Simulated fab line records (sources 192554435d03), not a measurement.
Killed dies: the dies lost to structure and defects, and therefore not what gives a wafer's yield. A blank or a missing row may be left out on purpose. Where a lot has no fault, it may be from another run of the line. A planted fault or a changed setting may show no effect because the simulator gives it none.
Chamber matching + flow n5-finfet + ald-sin-01 running N5_STI_FIN_REVEAL_ALD_14: 4 sister chambers
The step deposits Si3N4, target thk 3 nm. 4 wafers are shown with their chamber, then 12 later ones without.

EACH WAFER AND ITS CHAMBER
| wafer  | chamber | heater-power-w (W) |
|--------|---------|--------------------|
| L091.5 | 0       | 923                |
| L092.1 | 2       | 756                |
| L092.2 | 3       | 800                |
| L092.5 | 1       | 799                |

WAFERS WITH NO CHAMBER GIVEN
| wafer  | heater-power-w (W) |
|--------|--------------------|
| L093.3 | 779                |
| L093.5 | 766                |
| L093.6 | 805                |
| L094.2 | 808                |
| L094.3 | 945                |
| L094.6 | 781                |
| L096.4 | 769                |
| L096.5 | 796                |
| L096.6 | 938                |
| L097.2 | 770                |
| L097.3 | 830                |
| L097.6 | 772                |

WHICH CHAMBER EACH ONE RAN IN
| wafer  | from the rows above          | in truth |
|--------|------------------------------|----------|
| L093.3 | can't be placed: 1 or 3 or 2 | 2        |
| L093.5 | can't be placed: 2 or 1 or 3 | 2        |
| L093.6 | can't be placed: 3 or 1      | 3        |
| L094.2 | can't be placed: 3 or 1      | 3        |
| L094.3 | 0                            | 0        |
| L094.6 | can't be placed: 1 or 3 or 2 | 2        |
| L096.4 | can't be placed: 2 or 1 or 3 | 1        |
| L096.5 | can't be placed: 1 or 3      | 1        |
| L096.6 | 0                            | 0        |
| L097.2 | can't be placed: 2 or 1 or 3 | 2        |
| L097.3 | can't be placed: 3 or 1      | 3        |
| L097.6 | can't be placed: 2 or 1 or 3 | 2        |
Correct placement for 2 of the 12. Unplaceable from these rows: 10, with the true chamber sitting among the candidates in 10. 0 placed wrongly.
How it was worked out, from the rows above alone: a wafer's distance from a chamber is the root of the sum, over the readings, of the square of ((its reading less the chamber's mean) divided by the reading's scatter). The wafer belongs to the nearest chamber; if the next one is less than 2 further off, it can't be placed. Each chamber's mean is taken over the wafers shown for it. The scatter (one wafer shown for each chamber): square how far every hidden wafer sits from the nearest shown wafer, average those squares and take the square root.
